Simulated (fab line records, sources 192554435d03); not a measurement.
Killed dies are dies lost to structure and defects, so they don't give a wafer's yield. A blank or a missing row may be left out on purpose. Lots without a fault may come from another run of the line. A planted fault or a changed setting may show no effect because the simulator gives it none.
fab line records | flow n5_finfet
record lots=9 wafers=27 last_day=17
route steps=1938 shown BEOL_M4@1088 PASSIVATION@1936
lots that met no fault: from a run of the same line without faults
start_h: hours from the record's first day to the start of the lot's first wafer shown | wait_h: hours since the lot's step before | " the same as in the row above | L1.1+2: a row that stands for several wafers | - no value, or no start given | * or withheld: withheld | < > ~ a bound
route shown NAME@n: a module of which the file shows steps, and the number in the route of the first | usual: mean/standard deviation of fault-free wafers | same: alike in all rows | chamber/n: place in a boat | sites: the reading at each site | _std_site: their standard deviation | _edge_site: outer sites' mean less inner sites' | radius_mm: how far each site lies from the wafer's centre | mask NAME#n: copy n | behind: the tool/chamber that last shaped the wafer | hold: why the lot was held/for how many hours/how that ended | device: the transistor (n, p or np) that didn't switch | end of line: the same wafers' tests at the end of the route | a step without rows: its recipe alone | killed: dies lost to structure and defects at the first sort, not the wafer's yield | map: a wafer's dies, x killed, . not, _ none there
set.NAME: the setting as run; set.NAME@STEP: as run at that earlier step | model.NAME: the simulator's own value behind a step, which no gauge read
steps of the route over a sample of lots; a table a step, a row a wafer
services: from which hour (start_h, from the record's first day; less than 0 if before it) a tool's chamber was out of use, for how many hours, and why
## steps
# step N5_BEOL_M4_SPUTTER_81
# recipe material=Cu target_thk_a=45 temp_c=-20 chamber_pressure_pa=0.07 power_w=withheld time_s=8.29
# usual chuck_gas_flow_sccm=1.26/0.049 throttle_valve_pct=30.2/1
# columns lot.wafer tool chamber start_h wait_h chuck_gas_flow_sccm throttle_valve_pct
L128.3 pvd_sputter-01 - 190.89 0.1 1.26 30.0
L128.5 " - " " 1.22 29.3
L128.6 " - " " 1.28 30.2
L130.1 pvd_sputter-02 - 208.37 0.1 1.29 28.4
L130.3 " - " " 1.21 30.6
L130.5 " - " " 1.35 30.2
L131.2 pvd_sputter-01 - 210.30 0.1 1.23 30.0
L131.5 " - " " 1.16 29.3
L131.6 " - " " 1.26 30.1
L135.1 pvd_sputter-03 - 216.29 0.1 1.27 28.7
L135.3 " - " " 1.24 30.3
L135.6 " - " " 1.24 31.8
L134.2 pvd_sputter-02 - 231.45 0.1 1.22 28.4
L134.5 " - " " 1.24 30.3
L134.6 " - " " 1.26 28.1
L137.3 pvd_sputter-02 - 241.40 0.1 1.20 28.3
L137.4 " - " " 1.21 30.4
L137.5 " - " " 1.21 30.7
L139.2 pvd_sputter-01 - 257.74 0.1 1.27 29.9
L139.3 " - " " 1.18 30.2
L139.5 " - " " 1.30 30.6
L143.4 pvd_sputter-01 - 275.50 0.1 1.29 29.9
L143.5 " - " " 1.22 30.1
L143.6 " - " " 1.20 29.9
L147.1 pvd_sputter-01 - 298.72 0.1 1.27 29.4
L147.3 " - " " 1.16 29.8
L147.4 " - " " 1.29 30.3
# step N5_BEOL_M4_SPUTTER_92
# recipe material=Cu target_thk_a=45 temp_c=-20 chamber_pressure_pa=0.07 power_w=withheld time_s=8.29
# usual chuck_gas_flow_sccm=1.26/0.058 throttle_valve_pct=30.2/1.1
# columns lot.wafer tool chamber start_h wait_h chuck_gas_flow_sccm throttle_valve_pct
L128.3 pvd_sputter-01 - 191.77 0.1 1.19 29.8
L128.5 " - " " 1.31 29.1
L128.6 " - " " 1.29 30.3
L130.1 pvd_sputter-02 - 209.25 0.1 1.26 28.4
L130.3 " - " " 1.35 30.5
L130.5 " - " " 1.28 30.4
L131.2 pvd_sputter-01 - 211.18 0.1 1.21 30.3
L131.5 " - " " 1.22 29.3
L131.6 " - " " 1.31 30.2
L135.1 pvd_sputter-03 - 217.17 0.1 1.33 29.0
L135.3 " - " " 1.22 29.8
L135.6 " - " " 1.38 31.7
L134.2 pvd_sputter-02 - 232.33 0.1 1.18 28.3
L134.5 " - " " 1.18 30.4
L134.6 " - " " 1.23 28.2
L137.3 pvd_sputter-02 - 242.28 0.1 1.26 28.3
L137.4 " - " " 1.15 30.4
L137.5 " - " " 1.26 30.6
L139.2 pvd_sputter-01 - 258.62 0.1 1.24 30.4
L139.3 " - " " 1.22 30.2
L139.5 " - " " 1.23 30.2
L143.4 pvd_sputter-01 - 276.38 0.1 1.39 29.9
L143.5 " - " " 1.30 30.1
L143.6 " - " " 1.30 29.8
L147.1 pvd_sputter-01 - 299.60 0.1 1.38 29.2
L147.3 " - " " 1.28 30.0
L147.4 " - " " 1.24 30.4
# step N5_BEOL_M4_ANNEAL_51
# recipe temp_c=225 time_s=90 ambient=N2
# usual wafer_temp_C_max=225.65/0.22
# columns lot.wafer tool chamber start_h wait_h wafer_temp_C_max
L128.3 rtp_anneal-02 0 192.55 0.2 225.47
L128.5 " 0 " " 225.69
L128.6 " 0 " " 225.36
L130.1 rtp_anneal-02 0 209.89 0.1 225.93
L130.3 " 0 " " 226.06
L130.5 " 0 " " 225.72
L131.2 rtp_anneal-01 0 211.86 0.1 225.49
L131.5 " 0 " " 225.57
L131.6 " 0 " " 225.71
L135.1 rtp_anneal-01 0 217.80 0.1 225.37
L135.3 " 0 " " 225.53
L135.6 " 0 " " 225.53
L134.2 rtp_anneal-01 0 233.01 0.1 225.51
L134.5 " 0 " " 225.52
L134.6 " 0 " " 225.68
L137.3 rtp_anneal-02 0 243.02 0.1 225.99
L137.4 " 0 " " 225.99
L137.5 " 0 " " 226.04
L139.2 rtp_anneal-01 0 259.41 0.2 225.47
L139.3 " 0 " " 225.64
L139.5 " 0 " " 225.38
L143.4 rtp_anneal-02 0 277.15 0.2 225.61
L143.5 " 0 " " 225.70
L143.6 " 0 " " 226.04
L147.1 rtp_anneal-01 0 300.24 0.1 225.52
L147.3 " 0 " " 225.38
L147.4 " 0 " " 225.59
# step N5_BEOL_M4_CMP_52
# recipe stop_on=SiOC t_overpolish_s=6.8 down_force_psi=1 platen_rpm=50 clearing_platen_down_force_psi=1.5 clearing_platen_rpm=50 post_cmp_clean=cu_alkaline target_thk_nm=40 clearing_platen_pad_velocity_m_s=0.99484 pad_velocity_m_s=0.99484
# usual barrier_field_endpoint_s=24.5/0.61 motor_current_A=6.3/0.49 overpolish_run_s=6.799/0.0091 time_to_endpoint_s=62.5/3
# columns lot.wafer tool chamber start_h wait_h barrier_field_endpoint_s motor_current_A overpolish_run_s time_to_endpoint_s
L128.3 cmp-04 3 192.76 0.2 24.5 6.0 6.791 63.9
L128.5 " 3 " " 25.3 5.6 6.795 62.7
L128.6 " 0 " " 24.6 6.6 6.788 61.5
L130.1 cmp-02 1 210.19 0.3 24.2 6.6 6.809 61.8
L130.3 " 2 " " 24.3 7.0 6.796 61.7
L130.5 " 2 " " 24.6 6.5 6.800 63.5
L131.2 cmp-02 2 212.12 0.2 23.4 6.9 6.798 57.6
L131.5 " 2 " " 24.4 6.5 6.811 61.1
L131.6 " 3 " " 24.4 5.7 6.788 63.9
L135.1 cmp-02 0 218.14 0.3 24.4 5.9 6.818 62.5
L135.3 " 1 " " 24.2 6.6 6.814 61.2
L135.6 " 3 " " 24.6 5.6 6.806 59.6
L134.2 cmp-04 2 233.34 0.3 23.4 6.7 6.798 60.6
L134.6 " 0 " " 24.1 6.7 6.802 62.4
L134.5 " 1 " " 24.3 6.2 6.800 62.8
L137.4 cmp-02 3 243.27 0.2 41.1 5.7 0.043 79.5
L137.3 " 1 " " 41.1 6.7 0.042 79.7
L137.5 " 2 " " 25.0 6.4 6.815 63.1
L139.2 cmp-02 3 259.74 0.3 41.1 5.8 0.045 80.9
L139.3 " 0 " " 41.1 5.9 0.034 80.4
L139.5 " 2 " " 24.6 6.7 6.816 58.0
L143.4 cmp-04 3 277.42 0.2 25.2 6.0 6.801 64.7
L143.6 " 0 " " 24.9 6.4 6.788 60.3
L143.5 " 1 " " 24.9 6.2 6.793 58.4
L147.1 cmp-03 1 300.54 0.3 24.9 6.3 6.797 67.1
L147.3 " 3 " " 24.9 6.2 6.798 68.6
L147.4 " 0 " " 25.1 5.8 6.808 68.4
# step N5_BEOL_M4_THK_MEAS_53
# recipe thk_meas_gauge=xrf reads=Cu_of_BEOL_M4_ECD_50
# usual M4_THK=39.9/1.2
# columns lot.wafer tool chamber start_h wait_h M4_THK[nm]
L128.3 film_metro-02 - 193.05 - 39.6
L128.5 " - " " 39.0
L128.6 " - " " 39.9
L130.1 film_metro-02 - 210.48 - 40.7
L130.3 " - " " 40.3
L130.5 " - " " 39.2
L131.2 film_metro-01 - 212.41 - 41.1
L131.5 " - " " 38.9
L131.6 " - " " 40.4
L135.1 film_metro-01 - 218.39 - 40.1
L135.3 " - " " 38.2
L135.6 " - " " 39.3
L134.2 film_metro-01 - 233.56 - 39.8
L134.5 " - " " 38.3
L134.6 " - " " 41.0
L137.3 film_metro-02 - 243.53 - 155.7
L137.4 " - " " 146.0
L137.5 " - " " 40.8
L139.2 film_metro-02 - 259.96 - 144.6
L139.3 " - " " 141.0
L139.5 " - " " 39.1
L143.4 film_metro-02 - 277.61 - 39.5
L143.5 " - " " 40.0
L143.6 " - " " 42.9
L147.1 film_metro-01 - 300.83 - 41.2
L147.3 " - " " 40.0
L147.4 " - " " 42.5
# step N5_BEOL_M4_INSPECT_59
# recipe inspect_instrument=darkfield mode=post_dep
# usual raw_defect_count=76/26
# columns lot.wafer tool chamber start_h wait_h raw_defect_count
L128.3 defect_inspect-01 - 193.35 0.0 88
L128.5 " - " " 52
L128.6 " - " " 110
L130.1 defect_inspect-02 - 210.80 0.0 49
L130.3 " - " " 86
L130.5 " - " " 58
L131.2 defect_inspect-02 - 212.79 0.0 95
L131.5 " - " " 70
L131.6 " - " " 112
L135.1 defect_inspect-02 - 218.71 0.0 90
L135.3 " - " " 86
L135.6 " - " " 87
L134.2 defect_inspect-02 - 233.85 0.0 120
L134.5 " - " " 76
L134.6 " - " " 101
L137.3 defect_inspect-02 - 243.81 0.0 4957
L137.4 " - " " 5059
L137.5 " - " " 91
L139.2 defect_inspect-02 - 260.25 0.0 5012
L139.3 " - " " 4865
L139.5 " - " " 58
L143.4 defect_inspect-02 - 277.92 0.0 242
L143.5 " - " " 131
L143.6 " - " " 73
L147.1 defect_inspect-02 - 301.12 0.0 87
L147.3 " - " " 58
L147.4 " - " " 86
# step N5_BEOL_M4_RC_MEAS_101
# usual DIBL_N=36.5/1.4 DIBL_P=36.6/1.6 IOFF_N=0.160/0.024 IOFF_P=0.217/0.029 ION_N=674/8.7 ION_P=464/6.5 SS_N=71.6/0.47 SS_P=73.4/0.57 VT_N=250.0/2.5 VT_P=-250/3.1
# columns lot.wafer tool chamber start_h wait_h DIBL_N[mV/V] DIBL_P[mV/V] IOFF_N[nA/um] IOFF_P[nA/um] ION_N[uA/um] ION_P[uA/um] SS_N[mV/dec] SS_P[mV/dec] VT_N[mV] VT_P[mV]
L128.3 prober-02 0 193.68 0.3 34.9 35.5 0.155 0.228 680 471 71.6 73.5 249.3 -249
L128.5 " 0 " " 33.5 33.6 0.128 0.191 667 466 71.3 72.9 252.2 -252
L128.6 " 0 " " 35.1 36.0 0.159 0.224 687 471 72.0 73.1 249.7 -247
L130.1 prober-02 0 210.82 0.0 38.8 39.8 0.211 0.253 694 465 72.7 74.1 248.9 -249
L130.3 " 0 " " 35.9 36.3 0.160 0.196 677 457 71.2 73.5 250.0 -253
L130.5 " 0 " " 37.8 38.6 0.187 0.226 679 460 70.8 74.0 249.7 -253
L131.2 prober-01 0 212.97 0.2 36.2 36.6 0.161 0.244 670 472 71.7 74.0 248.0 -245
L131.5 " 0 " " 35.4 34.5 0.140 0.202 670 462 71.5 72.5 250.6 -246
L131.6 " 0 " " 36.4 37.0 0.168 0.238 679 470 71.6 73.5 248.6 -246
L135.1 prober-02 0 218.91 0.2 38.4 37.1 0.194 0.234 675 462 71.9 73.4 245.2 -250
L135.3 " 0 " " 37.3 36.7 0.182 0.243 687 467 71.9 74.1 248.5 -250
L135.6 " 0 " " 37.9 36.9 0.184 0.232 680 469 71.9 73.7 245.5 -251
L134.2 prober-02 0 234.03 0.2 36.5 33.8 0.151 0.192 676 461 71.2 72.1 250.4 -251
L134.5 " 0 " " 36.8 35.0 0.151 0.203 678 468 71.1 73.8 249.4 -251
L134.6 " 0 " " 37.5 35.5 0.163 0.220 677 466 71.2 73.2 249.3 -248
L137.5 prober-01 0 244.46 0.6 36.0 35.4 0.140 0.210 675 468 71.0 72.9 249.9 -249
L139.5 prober-02 0 260.89 0.6 36.4 36.4 0.155 0.219 678 469 70.4 73.7 251.5 -249
L143.4 prober-01 0 278.41 0.5 36.7 38.8 0.167 0.226 666 463 72.0 74.2 249.4 -253
L143.5 " 0 " " 36.8 39.0 0.173 0.231 669 459 71.6 73.8 250.7 -250
L143.6 " 0 " " 35.0 36.9 0.146 0.194 672 460 71.7 73.3 250.6 -252
L147.1 prober-01 0 301.14 0.0 35.8 38.6 0.164 0.217 677 454 71.6 73.5 248.1 -249
L147.3 " 0 " " 34.8 37.1 0.143 0.193 677 461 70.9 73.4 252.1 -250
L147.4 " 0 " " 37.9 40.1 0.199 0.236 686 458 73.0 74.4 248.2 -249
# step N5_PASSIVATION_PROBE_49
# usual defect_limited_yield=91.2/1.4 killed_at_M0_to_M3=34/9.4 killed_at_M4_up=13/5.8 killed_at_contacts=13/6.4 killed_at_front_end=41/11 killed_at_other=3.1/2.3 killed_dies=103/16 killed_on_rim=13/3.4 killed_open=69/12 killed_short=33/7.8 sort_bin_5_function=5.1/0.91 sort_bin_6_memory=3.3/0.63 sort_n_pass=1077/16 sort_yield_pct=91.2/1.4
# same gross_dies=1180 killed_at_back_side=0 sort_bin_4_leakage[%]=0 sort_bin_8_speed[%]=0
# columns lot.wafer tool chamber start_h wait_h defect_limited_yield[%] killed_at_M0_to_M3 killed_at_M4_up killed_at_contacts killed_at_front_end killed_at_other killed_dies killed_on_rim killed_open killed_short sort_bin_5_function[%] sort_bin_6_memory[%] sort_n_pass sort_yield_pct[%]
L128.3 prober-01 - 289.47 0.1 89.9 45 8 14 51 1 119 15 64 54 6.4 3.1 1061 89.9
L128.5 prober-01 - 289.57 0.2 91.9 37 8 11 31 8 95 10 59 36 4.7 3.0 1085 91.9
L128.6 prober-01 - 289.62 0.3 89.7 36 14 18 53 0 121 14 76 45 5.9 4.0 1059 89.7
L135.1 prober-02 - 310.62 0.0 92.4 30 14 10 36 0 90 15 53 33 4.5 2.9 1090 92.4
L135.3 prober-02 - 310.72 0.1 92.9 28 18 14 22 2 84 14 55 27 4.1 2.9 1096 92.9
L135.6 prober-02 - 310.87 0.3 89.2 40 23 19 41 5 128 9 88 40 6.8 3.6 1052 89.2
L130.1 prober-01 - 311.38 0.0 91.5 29 30 13 28 0 100 10 67 33 5.6 2.6 1080 91.5
L130.3 prober-01 - 311.48 0.1 92.5 31 11 6 40 0 88 15 55 32 4.2 3.1 1092 92.5
L130.5 prober-01 - 311.58 0.2 92.2 28 18 12 32 2 92 14 65 27 4.4 3.1 1088 92.2
L131.2 prober-02 - 312.64 0.1 91.6 35 19 8 36 1 99 11 74 25 4.5 3.6 1081 91.6
L131.5 prober-02 - 312.79 0.2 91.2 32 5 13 52 2 104 6 78 26 4.9 3.8 1076 91.2
L131.6 prober-02 - 312.84 0.3 89.0 36 18 19 51 6 130 20 86 44 6.8 4.0 1050 89.0
L134.2 prober-01 - 331.21 0.1 90.9 40 20 11 33 3 107 19 66 39 4.9 3.8 1073 90.9
L134.5 prober-01 - 331.36 0.2 92.5 54 5 8 18 3 88 11 46 41 4.7 2.2 1092 92.5
L134.6 prober-01 - 331.41 0.3 90.9 45 16 8 35 3 107 16 65 37 5.3 3.3 1073 90.9
L137.3 prober-02 - 342.91 0.1 0 32 1113 9 24 2 1180 152 49 31 3.6 3.0 0 0
L137.4 prober-02 - 342.96 0.2 0 35 1070 8 65 2 1180 152 73 49 5.7 4.2 0 0
L137.5 prober-02 - 343.01 0.2 90.6 44 19 7 38 3 111 15 74 37 5.3 3.9 1069 90.6
L139.2 prober-01 - 355.35 0.1 0 33 1077 12 55 3 1180 152 81 37 6.1 3.6 0 0
L139.3 prober-01 - 355.40 0.1 0 29 1094 12 39 6 1180 152 69 22 4.2 3.6 0 0
L139.5 prober-01 - 355.50 0.2 91.0 25 10 15 52 4 106 10 74 28 5.1 3.5 1074 91.0
L143.4 prober-01 - 374.17 0.2 93.7 40 7 4 16 7 74 10 48 25 4.2 1.9 1106 93.7
L143.5 prober-01 - 374.22 0.2 93.1 29 14 13 25 0 81 9 56 24 4.0 2.5 1099 93.1
L143.6 prober-01 - 374.27 0.3 94.1 33 11 4 17 5 70 6 48 19 3.3 2.4 1110 94.1
L147.1 prober-01 - 400.81 0.0 91.4 31 12 19 39 0 101 15 68 32 4.6 3.6 1079 91.4
L147.3 prober-01 - 400.91 0.1 91.9 12 18 12 46 7 95 8 70 25 4.5 3.2 1085 91.9
L147.4 prober-01 - 400.96 0.2 93.1 19 10 12 39 1 81 9 57 22 4.1 2.6 1099 93.1
# killed by level:class
L128.3 BEOL_M0_SAQP:geometric_particle:short=18 MOL_CONTACT_COAG:geometric_particle:open=12 FIN_SAQP:geometric_particle:open=11 FIN_SAQP:geometric_particle:short=10 BEOL_M0_SAQP:geometric_particle:open=10 GATE_CUT:geometric_particle:short=9 BEOL_M1:geometric_particle:open=7 DUMMY_GATE:geometric_particle:open=6
L128.5 MOL_CONTACT_COAG:geometric_particle:open=9 BEOL_M0_SAQP:geometric_particle:short=8 BEOL_M1:geometric_particle:open=7 GATE_CUT:geometric_particle:short=6 DUMMY_GATE:geometric_particle:open=5 STI_FIN_REVEAL:geometric_particle:open=4 BEOL_M0:geometric_particle:open=4 BEOL_M1:geometric_particle:short=4
L128.6 FIN_SAQP:geometric_particle:open=16 BEOL_M0_SAQP:geometric_particle:short=12 MOL_CONTACT_COAG:geometric_particle:open=10 BEOL_M0_SAQP:geometric_particle:open=10 MOL_CONTACT_COAG:geometric_particle:short=8 FIN_SAQP:geometric_particle:short=7 ILD0:geometric_particle:open=7 ILD0:geometric_particle:short=6
L135.1 MOL_CONTACT_COAG:geometric_particle:open=9 FIN_SAQP:geometric_particle:open=8 BEOL_M0_SAQP:geometric_particle:open=8 BEOL_M0_SAQP:geometric_particle:short=7 GATE_CUT:geometric_particle:short=6 BEOL_M4:geometric_particle:open=6 GATE_CUT:geometric_particle:open=5 BEOL_M4:geometric_particle:short=5
L135.3 BEOL_M0_SAQP:geometric_particle:open=12 MOL_CONTACT_COAG:geometric_particle:open=11 BEOL_M4:geometric_particle:open=9 BEOL_M0_SAQP:geometric_particle:short=7 FIN_SAQP:geometric_particle:short=6 GATE_CUT:geometric_particle:short=4 MOL_CONTACT_COAG:geometric_particle:short=3 BEOL_M0:geometric_particle:open=3
L135.6 MOL_CONTACT_COAG:geometric_particle:open=17 BEOL_M0_SAQP:geometric_particle:short=15 BEOL_M4:geometric_particle:open=11 STI_FIN_REVEAL:geometric_particle:open=10 GATE_CUT:geometric_particle:short=7 BEOL_M0_SAQP:geometric_particle:open=7 BEOL_M1:geometric_particle:open=7 BEOL_M0:geometric_particle:open=5
L130.1 MOL_CONTACT_COAG:geometric_particle:open=12 BEOL_M4:geometric_particle:open=12 BEOL_M2:geometric_particle:open=8 FIN_SAQP:geometric_particle:open=7 BEOL_M0_SAQP:geometric_particle:short=7 FIN_SAQP:geometric_particle:short=6 BEOL_M7:geometric_particle:open=6 BEOL_M4:geometric_particle:short=5
L130.3 FIN_SAQP:geometric_particle:short=9 FIN_SAQP:geometric_particle:open=8 BEOL_M0_SAQP:geometric_particle:open=6 GATE_CUT:geometric_particle:short=5 MOL_CONTACT_COAG:geometric_particle:open=5 BEOL_M1:geometric_particle:open=5 BEOL_M2:geometric_particle:open=5 BEOL_M4:geometric_particle:open=5
L130.5 MOL_CONTACT_COAG:geometric_particle:open=12 FIN_SAQP:geometric_particle:open=8 BEOL_M4:geometric_particle:open=7 BEOL_M0_SAQP:geometric_particle:open=6 BEOL_M0_SAQP:geometric_particle:short=6 BEOL_M5:geometric_particle:open=6 STARTING-WAFER:geometric_particle:open=5 FIN_SAQP:geometric_particle:short=4
L131.2 FIN_SAQP:geometric_particle:open=12 BEOL_M3:geometric_particle:open=9 BEOL_M0_SAQP:geometric_particle:short=8 BEOL_M4:geometric_particle:open=8 STI_FIN_REVEAL:geometric_particle:open=7 MOL_CONTACT_COAG:geometric_particle:open=7 BEOL_M1:geometric_particle:open=5 BEOL_M2:geometric_particle:open=5
L131.5 FIN_SAQP:geometric_particle:open=18 STI_FIN_REVEAL:geometric_particle:open=14 BEOL_M2:geometric_particle:open=13 MOL_CONTACT_COAG:geometric_particle:open=11 FIN_SAQP:geometric_particle:short=6 BEOL_M0_SAQP:geometric_particle:open=6 BEOL_M0_SAQP:geometric_particle:short=4 BEOL_M4:geometric_particle:open=4
L131.6 FIN_SAQP:geometric_particle:open=14 MOL_CONTACT_COAG:geometric_particle:open=14 FIN_SAQP:geometric_particle:short=13 BEOL_M4:geometric_particle:open=10 STI_FIN_REVEAL:geometric_particle:open=9 BEOL_M3:geometric_particle:open=8 BEOL_M1:geometric_particle:open=7 BEOL_M0_SAQP:geometric_particle:short=6
L134.2 BEOL_M0_SAQP:geometric_particle:open=10 BEOL_M4:geometric_particle:open=10 BEOL_M0_SAQP:geometric_particle:short=8 MOL_CONTACT_COAG:geometric_particle:open=8 BEOL_M1:geometric_particle:open=8 FIN_SAQP:geometric_particle:short=5 BEOL_M0:geometric_particle:open=5 DUMMY_GATE:geometric_particle:short=4
L134.5 BEOL_M0_SAQP:geometric_particle:short=23 BEOL_M0_SAQP:geometric_particle:open=14 BEOL_M2:geometric_particle:open=8 FIN_SAQP:geometric_particle:short=7 MOL_CONTACT_COAG:geometric_particle:open=6 BEOL_M0:geometric_particle:open=4 BEOL_M6:geometric_particle:open=3 FIN_SAQP:geometric_particle:open=2
L134.6 BEOL_M0_SAQP:geometric_particle:short=13 BEOL_M2:geometric_particle:open=9 BEOL_M0_SAQP:geometric_particle:open=9 FIN_SAQP:geometric_particle:short=7 STI_FIN_REVEAL:geometric_particle:open=7 GATE_CUT:geometric_particle:short=7 MOL_CONTACT_COAG:geometric_particle:open=7 FIN_SAQP:geometric_particle:open=4
L137.3 BEOL_M4:area_cmp=1100 BEOL_M0_SAQP:geometric_particle:short=8 MOL_CONTACT_COAG:geometric_particle:open=7 STI_FIN_REVEAL:geometric_particle:open=6 BEOL_M3:geometric_particle:open=6 BEOL_M1:geometric_particle:open=5 BEOL_M2:geometric_particle:open=5 GATE_CUT:geometric_particle:short=4
L137.4 BEOL_M4:area_cmp=1057 FIN_SAQP:geometric_particle:short=15 STI_FIN_REVEAL:geometric_particle:open=12 BEOL_M0_SAQP:geometric_particle:open=10 FIN_SAQP:geometric_particle:open=9 BEOL_M0_SAQP:geometric_particle:short=8 MOL_CONTACT_COAG:geometric_particle:open=7 GATE_CUT:geometric_particle:open=6
L137.5 BEOL_M3:geometric_particle:open=12 BEOL_M0_SAQP:geometric_particle:short=10 BEOL_M0_SAQP:geometric_particle:open=9 DUMMY_GATE:geometric_particle:open=8 FIN_SAQP:geometric_particle:short=7 BEOL_M2:geometric_particle:open=6 BEOL_M4:geometric_particle:open=6 BEOL_M5:geometric_particle:open=6
L139.2 BEOL_M4:area_cmp=1061 STI_FIN_REVEAL:geometric_particle:open=20 MOL_CONTACT_COAG:geometric_particle:open=11 BEOL_M0_SAQP:geometric_particle:open=10 BEOL_M0_SAQP:geometric_particle:short=8 ILD0:geometric_particle:open=6 ILD0:geometric_particle:short=5 GATE_CUT:geometric_particle:short=5
L139.3 BEOL_M4:area_cmp=1087 MOL_CONTACT_COAG:geometric_particle:open=12 BEOL_M3:geometric_particle:open=11 STI_FIN_REVEAL:geometric_particle:open=10 FIN_SAQP:geometric_particle:open=5 BEOL_M1:geometric_particle:open=5 BEOL_M3:geometric_particle:short=4 BEOL_M0_SAQP:geometric_particle:open=4
L139.5 STI_FIN_REVEAL:geometric_particle:open=22 MOL_CONTACT_COAG:geometric_particle:open=11 BEOL_M0_SAQP:geometric_particle:open=8 DUMMY_GATE:geometric_particle:open=6 ILD0:geometric_particle:open=6 STI_FIN_REVEAL:geometric_particle:short=5 BEOL_M0_SAQP:geometric_particle:short=5 MOL_CONTACT_COAG:geometric_particle:short=4
L143.4 BEOL_M3:geometric_particle:open=14 BEOL_M0_SAQP:geometric_particle:short=10 BEOL_M0_SAQP:geometric_particle:open=7 PASS1_CAP:geometric_particle:open=4 STARTING-WAFER:geometric_particle:open=4 DUMMY_GATE:geometric_particle:open=3 MOL_CONTACT_COAG:geometric_particle:open=3 BEOL_M0:geometric_particle:open=3
L143.5 MOL_CONTACT_COAG:geometric_particle:open=10 BEOL_M3:geometric_particle:open=10 ILD0:geometric_particle:open=5 BEOL_M1:geometric_particle:open=4 BEOL_M3:geometric_particle:short=4 FIN_SAQP:geometric_particle:open=3 ILD0:geometric_particle:short=3 MOL_CONTACT_COAG:geometric_particle:short=3
L143.6 BEOL_M3:geometric_particle:open=12 BEOL_M4:geometric_particle:open=7 BEOL_M2:geometric_particle:open=5 BEOL_M2:geometric_particle:short=4 BEOL_M3:geometric_particle:short=4 FIN_SAQP:geometric_particle:open=3 MOL_CONTACT_COAG:geometric_particle:open=3 BEOL_M0_SAQP:geometric_particle:open=3
L147.1 MOL_CONTACT_COAG:geometric_particle:open=14 FIN_SAQP:geometric_particle:open=11 BEOL_M4:geometric_particle:open=10 FIN_SAQP:geometric_particle:short=9 STI_FIN_REVEAL:geometric_particle:open=8 BEOL_M2:geometric_particle:open=8 BEOL_M0_SAQP:geometric_particle:open=6 BEOL_M3:geometric_particle:open=6
L147.3 FIN_SAQP:geometric_particle:open=21 BEOL_M4:geometric_particle:open=11 MOL_CONTACT_COAG:geometric_particle:open=9 GATE_CUT:geometric_particle:short=6 BEOL_M0_SAQP:geometric_particle:open=6 STI_FIN_REVEAL:geometric_particle:open=5 FIN_SAQP:geometric_particle:short=4 DUMMY_GATE:geometric_particle:open=3
L147.4 MOL_CONTACT_COAG:geometric_particle:open=10 FIN_SAQP:geometric_particle:open=9 STI_FIN_REVEAL:geometric_particle:open=7 BEOL_M4:geometric_particle:open=7 FIN_SAQP:geometric_particle:short=6 BEOL_M1:geometric_particle:open=5 STARTING-WAFER:geometric_particle:short=5 BEOL_M2:geometric_particle:open=4
## services
# columns tool chamber start_h hours kind
pvd_sputter-03 - 168.44 10.5 repair
cmp-02 - 172.36 4.9 pm
cmp-02 - 194.36 2.7 repair
cmp-04 - 194.47 1.4 repair
cmp-03 - 198.27 1.0 repair
cmp-02 - 218.33 5.7 pm
cmp-04 - 220.43 0.9 repair
cmp-04 - 223.47 4.0 pm
cmp-04 - 227.47 - consumable_replace:conditioner
cmp-04 - 227.47 - consumable_replace:pad
cmp-02 - 247.72 1.5 repair
cmp-02 - 263.21 4.0 pm
cmp-02 - 267.21 - consumable_replace:conditioner
cmp-02 - 267.21 - consumable_replace:pad
cmp-04 - 281.99 2.7 repair
cmp-03 - 282.73 4.0 pm
cmp-03 - 286.73 - consumable_replace:conditioner
cmp-03 - 286.73 - consumable_replace:pad
cmp-04 - 298.99 5.5 pm
## key
first_sign step=N5_BEOL_M4_CMP_52 reading=overpolish_run_s direction=down sigmas=99+ usual=6.799 struck=0.041
effect step=N5_BEOL_M4_CMP_52 reading=barrier_field_endpoint_s direction=up sigmas=27 usual=24.5 struck=41.1
effect step=N5_BEOL_M4_THK_MEAS_53 reading=M4_THK direction=up sigmas=86 usual=39.9 struck=146.8
effect step=N5_BEOL_M4_INSPECT_59 reading=raw_defect_count direction=up sigmas=99+ usual=76 struck=4973
effect step=N5_PASSIVATION_PROBE_49 reading=killed_at_M4_up direction=up sigmas=99+ usual=13 struck=1088
more_kills_born_at N5_BEOL_M4_CMP_52@cmp-02=4305
met_at N5_BEOL_M4_CMP_52
struck_lots L137,L139
struck_wafers L137.3,L137.4,L139.2,L139.3
later_rows_left_out L137.3,L137.4,L139.2,L139.3
not_acting_at N5_BEOL_M4_SPUTTER_81,N5_BEOL_M4_SPUTTER_92,N5_BEOL_M4_ANNEAL_51
onset_between 218.14 243.27
fault kind=process_parameter_drift tool=cmp-02 chamber=- onset_h=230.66 steps=N5_BEOL_M4_CMP_52 channel=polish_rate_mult offset=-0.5 shape=step end_h=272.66 scope=struck_wafers_only
# later_rows_left_out: the simulator's readings of these wafers behind a module that went badly wrong aren't trusted and aren't shown, but for the sort
